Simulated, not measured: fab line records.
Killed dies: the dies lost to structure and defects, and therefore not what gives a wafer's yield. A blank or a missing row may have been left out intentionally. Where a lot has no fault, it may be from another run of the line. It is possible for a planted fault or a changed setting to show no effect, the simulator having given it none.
Comparing a struck lot with a sound one | flow nand_harc | 15 steps out of a route of 1159
Sound: wafers L434.1, L434.2, L434.5. Wafers L451.2, L451.5, L451.6 were the ones struck. The cause is given at the end.
Per side, at each step with rows, come the tool, then ch with its chambers, and then its first start. Under that, the readings that differ: sound wafers | struck wafers | difference of the means | sigmas: that difference in standard deviations of wafers without a fault.
alike: same words and numbers on both sides, and readings whose means sit less than 2 such deviations apart. not compared: any withheld reading, any reading some wafer has no value for, any bound like >300 that may hide the same value, and any number with overlapping values for which the record gives no deviation.
A row with sigmas, a row that says differs or no value, or rows on one side alone: a step with any of these is where the two part. When numbers do not overlap yet have no deviation, they are printed without sigmas and do not part them. A reading missing from all wafers of one side parts the sides only when that side holds two or more wafers.

first, 6 steps without rows for these wafers: NHARC_THIN_TSV_COAT_27; NHARC_THIN_TSV_SOFTBAKE_28 (time 95 s); NHARC_THIN_TSV_EBR_29; NHARC_THIN_TSV_EXPOSE_30 (exposes mask PAD); NHARC_THIN_TSV_PEB_31 (peb time 85 s); NHARC_THIN_TSV_DEVELOP_32 (time 70 s).
NHARC_THIN_TSV_CD_MEAS_33: the cd target is 5000 nm.
  sound on cd_sem-03 ch 0, day 19 05:47; struck on cd_sem-03 ch 0, day 23 17:52
  alike: cd_nm
then, 1 step without rows for these wafers: NHARC_THIN_TSV_HARDBAKE_34 (time 80 s).
NHARC_THIN_TSV_DESCUM_35: chemistry O2, time 3 s.
  sound on rie_diel-12 ch 1,3, day 19 05:57; struck on rie_diel-02 ch 0,3, day 23 18:02
  alike: drypump_motor_current_A, oes_product_au, rf_vpp_V, showerhead_plenum_p_Torr, throttle_valve_pct
  not compared: rf_hours_counter_h
NHARC_THIN_TSV_ETCH_59: etches the open film in Cl2/BCl3, target depth 880 nm, time 138.1 s.
  sound on rie_metal-03 ch 0,1, day 19 06:04; struck on rie_metal-03 ch 0,1, day 23 18:10
  alike: bcl3_flow_sccm, drypump_motor_current_A, oes_product_au, throttle_valve_pct
  not compared: rf_hours_counter_h
NHARC_THIN_TSV_ETCH_36: etches the open film in Cl2/BCl3, target depth 65 nm, time 18.571 s.
  sound on rie_metal-03 ch 0,1, day 19 06:20; struck on rie_metal-03 ch 0,1, day 23 18:25
  alike: drypump_motor_current_A, oes_product_au
  not compared: rf_hours_counter_h
NHARC_THIN_TSV_STRIP_56: strips in O2.
  sound on plasma_asher-02 ch 0,1, day 19 06:41; struck on plasma_asher-02 ch 0,1, day 23 18:31
  alike: drypump_motor_current_A, heater_power_w
  not compared: rf_hours_counter_h
NHARC_THIN_TSV_STRIP_57: strips in post etch residue remover, time 1200 s.
  sound on wet_bench-10 ch 2,3,6, day 19 07:02; struck on wet_bench-10 ch 0,2,4, day 23 18:52
  no value came back on the struck wafers for bath_guard_temp_C (C), bath_heat_duty_pct (%); on the sound wafers bath_guard_temp_C (C) reads 72.8 71.5 72.4
NHARC_THIN_TSV_CD_MEAS_37:
  sound on cd_sem-03 at day 19 07:29; struck on cd_sem-03 at day 23 19:19
  alike: cd_nm
NHARC_END_SORT_01:
  sound on prober-01 ch 0, day 19 14:53; struck on prober-02 ch 0, day 24 03:25
  alike: defect_limited_yield, killed_at_array, killed_at_other, killed_at_periphery, killed_dies, killed_open, killed_short, sort_bin_2_pct, sort_bin_3_pct, sort_bin_4_pct, sort_n_pass, sort_rim_yield_pct, sort_yield_pct

== WHERE THEY PART ==
At NHARC_THIN_TSV_STRIP_57 and nowhere else, as far as this record goes. Later steps at which nothing parts them and some readings are alike: NHARC_THIN_TSV_CD_MEAS_37, NHARC_END_SORT_01.

WHY: what had been put in by the simulator
Skipped step whole: wet_bench-10, from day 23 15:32 on, at NHARC_THIN_TSV_STRIP_57. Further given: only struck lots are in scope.
